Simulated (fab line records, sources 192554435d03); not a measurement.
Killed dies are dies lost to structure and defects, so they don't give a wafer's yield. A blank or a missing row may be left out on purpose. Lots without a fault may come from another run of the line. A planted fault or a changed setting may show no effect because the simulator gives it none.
Chamber matching | flow n5_finfet | N5_SDB_CMP_30 on cmp-04: 4 sister chambers
The step polishes, stops on poly-Si, t overpolish 1.54 s, target thk 30 nm. 8 wafers are shown with their chamber, then 9 later ones without.

WAFERS WITH THEIR CHAMBER
wafer  | chamber | time_to_endpoint_s (s) | motor_current_A (A)
L085.2 | 1       | 12                     | 13.0
L085.3 | 0       | 21                     | 13.1
L086.3 | 3       | 18                     | 12.2
L086.4 | 2       | 18                     | 11.6
L086.5 | 0       | 20                     | 13.2
L087.2 | 2       | 17                     | 12.8
L087.3 | 3       | 17                     | 12.8
L087.5 | 1       | 14                     | 12.7

WAFERS WITHOUT THEIR CHAMBER
wafer  | time_to_endpoint_s (s) | motor_current_A (A)
L089.2 | 19                     | 12.1
L089.4 | 13                     | 12.3
L089.6 | 23                     | 13.8
L090.2 | 13                     | 12.6
L090.4 | 21                     | 12.0
L090.5 | 20                     | 12.3
L096.2 | 16                     | 12.1
L096.3 | 10                     | 12.2
L096.4 | 15                     | 12.1

WHICH CHAMBER EACH WENT THROUGH
wafer  | from the rows above          | in truth
L089.2 | can't be placed: 2 or 3 or 0 | 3
L089.4 | 1                            | 1
L089.6 | 0                            | 0
L090.2 | 1                            | 1
L090.4 | can't be placed: 0 or 2 or 3 | 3
L090.5 | can't be placed: 0 or 2 or 3 | 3
L096.2 | can't be placed: 2 or 3 or 1 | 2
L096.3 | 1                            | 1
L096.4 | can't be placed: 1 or 2 or 3 | 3
Placed correctly: 4 of 9. Can't be placed from these rows: 5 (the true chamber is among the candidates in 5). Placed wrongly: 0.
How it was worked out, from the rows above alone: a wafer's distance from a chamber is the root of the sum, over the readings, of the square of ((its reading less the chamber's mean) divided by the reading's scatter). The wafer belongs to the nearest chamber; if the next one is less than 2 further off, it can't be placed. A chamber's mean is the mean of its shown wafers. The scatter: the root of (the sum of the squares of (reading less its chamber's mean) over the shown wafers, divided by (wafers less chambers)).
